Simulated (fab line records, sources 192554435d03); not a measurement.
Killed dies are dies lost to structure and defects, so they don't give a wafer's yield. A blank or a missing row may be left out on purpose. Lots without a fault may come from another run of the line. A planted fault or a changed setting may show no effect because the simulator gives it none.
Which tool did it? | flow n5_finfet | 10 lots, 29 wafers sampled, at 5 steps of a route of 1938

WHAT THE GAUGES READ, wafer by wafer
N5_BEOL_M1_CD_MEAS_28: target cd y 23.3 nm. Usual: cd_nm 23.95 nm, standard deviation 0.27.
lot  | measured     | on        | cd_nm (nm)        | flag
L151 | day 6 15:14  | cd_sem-03 | 23.93 23.72 24.42 |
L154 | day 7 09:17  | cd_sem-01 | 24.08 23.71       |
L152 | day 7 12:03  | cd_sem-03 | 23.69 24.04 24.12 |
L156 | day 7 17:50  | cd_sem-02 | 24.35 23.95 24.16 |
L163 | day 9 05:44  | cd_sem-03 | 24.06 23.99 23.71 |
L169 | day 10 18:22 | cd_sem-03 | 24.12 23.81 23.83 |
L171 | day 11 05:07 | cd_sem-03 | 23.85 24.12 23.41 |
L172 | day 11 12:08 | cd_sem-03 | 24.08 23.98 24.08 |
L173 | day 11 19:42 | cd_sem-03 | 24.35 24.27 24.16 |
L174 | day 12 02:47 | cd_sem-03 | 23.87 24.11 24.29 |

N5_BEOL_M1_OVL_MEAS_29. Usual: V0_OVL -0.1 nm, standard deviation 0.65.
lot  | measured     | on         | V0_OVL (nm)    | flag
L151 | day 6 15:17  | overlay-01 | -0.3 0.2 -0.6  |
L154 | day 7 09:19  | overlay-02 | 0.6 -0.1       |
L152 | day 7 12:05  | overlay-01 | -0.3 0.7 0.2   |
L156 | day 7 17:53  | overlay-01 | 1.0 -0.5 -0.1  |
L163 | day 9 05:47  | overlay-01 | -0.3 -1.6 -0.3 |
L169 | day 10 18:25 | overlay-01 | -0.4 -0.6 0.9  |
L171 | day 11 05:09 | overlay-02 | -0.5 -0.5 1.0  |
L172 | day 11 12:10 | overlay-02 | -0.9 -0.2 -0.3 |
L173 | day 11 19:44 | overlay-02 | -0.5 -0.3 -0.8 |
L174 | day 12 02:49 | overlay-01 | 0.3 -0.3 -0.7  |

N5_BEOL_M4_RC_MEAS_101. Usual: DIBL_N 37.7 mV/V, standard deviation 2; DIBL_P 37.7 mV/V, standard deviation 2.3; IOFF_N 0.18 nA/um, standard deviation 0.039; IOFF_P 0.23 nA/um, standard deviation 0.042; ION_N 681 uA/um, standard deviation 12; ION_P 463 uA/um, standard deviation 8; SS_N 71.9 mV/dec, standard deviation 0.68; SS_P 73.6 mV/dec, standard deviation 0.71; VT_N 248 mV, standard deviation 3.2; VT_P -249 mV, standard deviation 3.1.
lot  | measured     | on        | DIBL_N (mV/V)  | DIBL_P (mV/V)  | IOFF_N (nA/um) | IOFF_P (nA/um) | ION_N (uA/um) | ION_P (uA/um) | SS_N (mV/dec)  | SS_P (mV/dec)  | VT_N (mV)   | VT_P (mV)      | flag
L151 | day 12 07:17 | prober-01 | 36.6 38.5 40.1 | 36.6 38.0 42.1 | 0.17 0.20 0.26 | 0.24 0.25 0.36 | 669 675 688   | 464 460 471   | 72.1 72.3 72.8 | 72.7 73.1 73.9 | 249 248 243 | -245 -243 -241 |
L154 | day 12 12:42 | prober-02 | 38.0 37.4      | 37.0 37.3      | 0.19 0.16      | 0.20 0.21      | 692 681       | 462 459       | 71.4 71.2      | 73.3 73.3      | 247 249     | -252 -252      |
L152 | day 12 09:55 | prober-01 | 36.0 41.0 37.1 | 33.5 39.8 35.3 | 0.15 0.31 0.17 | 0.17 0.28 0.20 | 683 702 672   | 459 465 459   | 71.5 72.3 71.9 | 73.2 74.6 73.7 | 248 239 247 | -252 -246 -250 |
L156 | day 12 17:31 | prober-02 | 36.9 40.1 35.0 | 37.8 40.5 34.6 | 0.16 0.25 0.14 | 0.22 0.27 0.18 | 654 685 679   | 455 462 455   | 71.3 73.1 71.2 | 74.1 74.9 73.2 | 252 244 250 | -251 -249 -253 |
L163 | day 14 15:04 | prober-02 | 40.5 34.8 39.7 | 39.8 32.8 38.2 | 0.25 0.13 0.21 | 0.26 0.16 0.23 | 689 669 681   | 464 452 462   | 72.8 70.7 72.7 | 74.4 72.4 73.4 | 242 250 246 | -247 -253 -252 |
L169 | day 16 00:22 | prober-01 | 38.0 37.0 39.6 | 36.7 35.4 38.5 | 0.18 0.16 0.20 | 0.22 0.20 0.24 | 665 677 681   | 457 462 463   | 71.2 71.2 72.0 | 73.7 73.1 74.4 | 248 248 246 | -250 -249 -251 |
L171 | day 17 01:41 | prober-01 | 38.0 33.6 35.8 | 40.6 34.2 36.5 | 0.18 0.11 0.15 | 0.23 0.14 0.17 | 686 645 675   | 471 444 454   | 72.0 71.2 71.7 | 73.7 71.8 73.3 | 247 256 251 | -252 -253 -256 |
L172 | day 17 01:52 | prober-02 | 38.5 35.3 36.5 | 36.9 35.0 36.6 | 0.20 0.15 0.15 | 0.21 0.19 0.20 | 681 682 671   | 464 464 457   | 72.8 71.3 71.7 | 73.6 73.6 73.2 | 247 248 251 | -249 -249 -249 |
L173 | day 17 05:06 | prober-02 | 39.4 36.0 38.5 | 38.3 34.0 39.8 | 0.22 0.17 0.22 | 0.26 0.19 0.30 | 685 680 688   | 469 459 471   | 73.2 71.6 71.4 | 73.9 72.8 73.6 | 245 249 244 | -247 -251 -246 |
L174 | day 17 18:26 | prober-02 | 36.5 33.3 36.9 | 36.5 31.9 37.3 | 0.16 0.12 0.19 | 0.26 0.17 0.26 | 662 680 686   | 460 463 475   | 71.5 70.8 72.2 | 73.6 73.0 74.0 | 250 248 248 | -245 -251 -246 |

WHICH TOOL RAN EACH LOT (tool, then ch and the chambers of the sampled wafers, then the start)
lot  | N5_BEOL_M1_DESCUM_16               | N5_BEOL_M1_ETCH_77
L151 | rie_diel-02 ch 0,2,3, day 6 14:22  | rie_diel-03 ch 0,3, day 6 15:23
L154 | rie_diel-06 ch 1, day 7 08:32      | rie_diel-03 ch 0,3, day 7 09:26
L152 | rie_diel-06 ch 1,2,3, day 7 11:17  | rie_diel-03 ch 0,3, day 7 12:13
L156 | rie_diel-02 ch 0,1,3, day 7 16:58  | rie_diel-03 ch 0,1,3, day 7 18:01
L163 | rie_diel-02 ch 0,1,2, day 9 04:50  | rie_diel-06 ch 0,1, day 9 06:02
L169 | rie_diel-03 ch 2,3, day 10 17:26   | rie_diel-06 ch 0,1, day 10 18:32
L171 | rie_diel-03 ch 0,2,3, day 11 04:17 | rie_diel-06 ch 0,1,3, day 11 05:17
L172 | rie_diel-03 ch 0,1,3, day 11 11:21 | rie_diel-06 ch 0,2, day 11 12:17
L173 | rie_diel-06 ch 0,2,3, day 11 18:57 | rie_diel-03 ch 0,1, day 11 19:52
L174 | rie_diel-06 ch 0,1, day 12 01:55   | rie_diel-06 ch 0,1,2, day 12 02:56
- N5_BEOL_M1_DESCUM_16: chemistry O2, time 7 s.
- N5_BEOL_M1_ETCH_77: etches underlayer in N2/H2, target depth 6.5 nm, time 5.2 s.

WHAT THE TOOLS THEMSELVES READ (means of the sampled wafers that have a number; where no wafer has one, the mark that the record gives instead)
N5_BEOL_M1_DESCUM_16. Usual: drypump_motor_current_A 5.6 A, standard deviation 0.37; oes_product_au 0.78 a.u., standard deviation 0.087; rf_vpp_V 242.9 V, standard deviation 1.4; showerhead_plenum_p_Torr 2.08 Torr, standard deviation 0.085; throttle_valve_pct 20.4 %, standard deviation 0.34.
lot  | tool        | drypump_motor_current_A (A) | oes_product_au (a.u.) | rf_vpp_V (V) | showerhead_plenum_p_Torr (Torr) | throttle_valve_pct (%) | flag
L151 | rie_diel-02 | 5.7                         | 0.82                  | 242.3        | 2.09                            | 20.3                   |
L154 | rie_diel-06 | 5.7                         | 0.79                  | 242.6        | 2.03                            | 20.9                   |
L152 | rie_diel-06 | 5.6                         | 0.73                  | 242.8        | 2.04                            | 20.5                   |
L156 | rie_diel-02 | 5.3                         | 0.83                  | 242.0        | 2.13                            | 20.4                   |
L163 | rie_diel-02 | 5.5                         | 0.77                  | 242.0        | 2.04                            | 20.6                   |
L169 | rie_diel-03 | 6.1                         | 0.72                  | 242.0        | 2.02                            | 20.2                   |
L171 | rie_diel-03 | 5.9                         | 0.78                  | 242.6        | 2.04                            | 20.3                   |
L172 | rie_diel-03 | 5.9                         | 0.78                  | 243.3        | 2.09                            | 20.4                   |
L173 | rie_diel-06 | 5.6                         | 0.85                  | 243.6        | 2.13                            | 20.1                   |
L174 | rie_diel-06 | 5.7                         | 0.86                  | 242.6        | 2.04                            | 20.4                   |

N5_BEOL_M1_ETCH_77. Usual: drypump_motor_current_A 5.7 A, standard deviation 0.39; etch_rf_on_time_s 5.18 s, standard deviation 0.14; oes_product_au 0.67 a.u., standard deviation 0.076; rf_vpp_V 524 V, standard deviation 3; showerhead_plenum_p_Torr 2.52 Torr, standard deviation 0.096; throttle_valve_pct 17.8 %, standard deviation 0.32.
lot  | tool        | drypump_motor_current_A (A) | etch_rf_on_time_s (s) | oes_product_au (a.u.) | rf_vpp_V (V) | showerhead_plenum_p_Torr (Torr) | throttle_valve_pct (%) | flag
L151 | rie_diel-03 | 6.0                         | 5.28                  | 0.63                  | 525          | 2.53                            | 17.8                   |
L154 | rie_diel-03 | 5.8                         | 5.26                  | 0.62                  | 524          | 2.52                            | 17.9                   |
L152 | rie_diel-03 | 5.7                         | 6.31                  | 0.55                  | 523          | 2.51                            | 17.9                   | OFF
L156 | rie_diel-03 | 5.9                         | 5.70                  | 0.60                  | 523          | 2.56                            | 17.8                   | OFF
L163 | rie_diel-06 | 5.7                         | 5.17                  | 0.72                  | 521          | 2.44                            | 17.8                   |
L169 | rie_diel-06 | 5.6                         | 5.23                  | 0.70                  | 522          | 2.43                            | 17.8                   |
L171 | rie_diel-06 | 5.6                         | 5.17                  | 0.75                  | 525          | 2.54                            | 17.8                   |
L172 | rie_diel-06 | 5.8                         | 5.18                  | 0.67                  | 525          | 2.58                            | 17.4                   |
L173 | rie_diel-03 | 5.7                         | 5.02                  | 0.67                  | 526          | 2.57                            | 17.8                   |
L174 | rie_diel-06 | 5.7                         | 5.19                  | 0.67                  | 523          | 2.51                            | 17.6                   |

THE ANSWER, worked out from the rows above alone
Rule: a lot is off if the mean of its wafers that have a number lies more than 3 standard deviations from the usual mean. A lot without any number at a reading at which 4 lots or more have one is off too. The other lots that the step has rows for count as sound. The gauges are gone through in route order, then the tools' own readings, and for those a lot's mean is taken as printed above. The first step at which some lot is off is used, and at that step the reading that is off furthest; a lot without a number counts as furthest.
Off: L152, L156, at N5_BEOL_M1_ETCH_77 (etch_rf_on_time_s).
A tool fits if, at that step or a process step before it, it ran every lot that is off, and no sound lot after the first of them. None of those tried fits.

WHAT THE SIMULATOR HAD PUT IN
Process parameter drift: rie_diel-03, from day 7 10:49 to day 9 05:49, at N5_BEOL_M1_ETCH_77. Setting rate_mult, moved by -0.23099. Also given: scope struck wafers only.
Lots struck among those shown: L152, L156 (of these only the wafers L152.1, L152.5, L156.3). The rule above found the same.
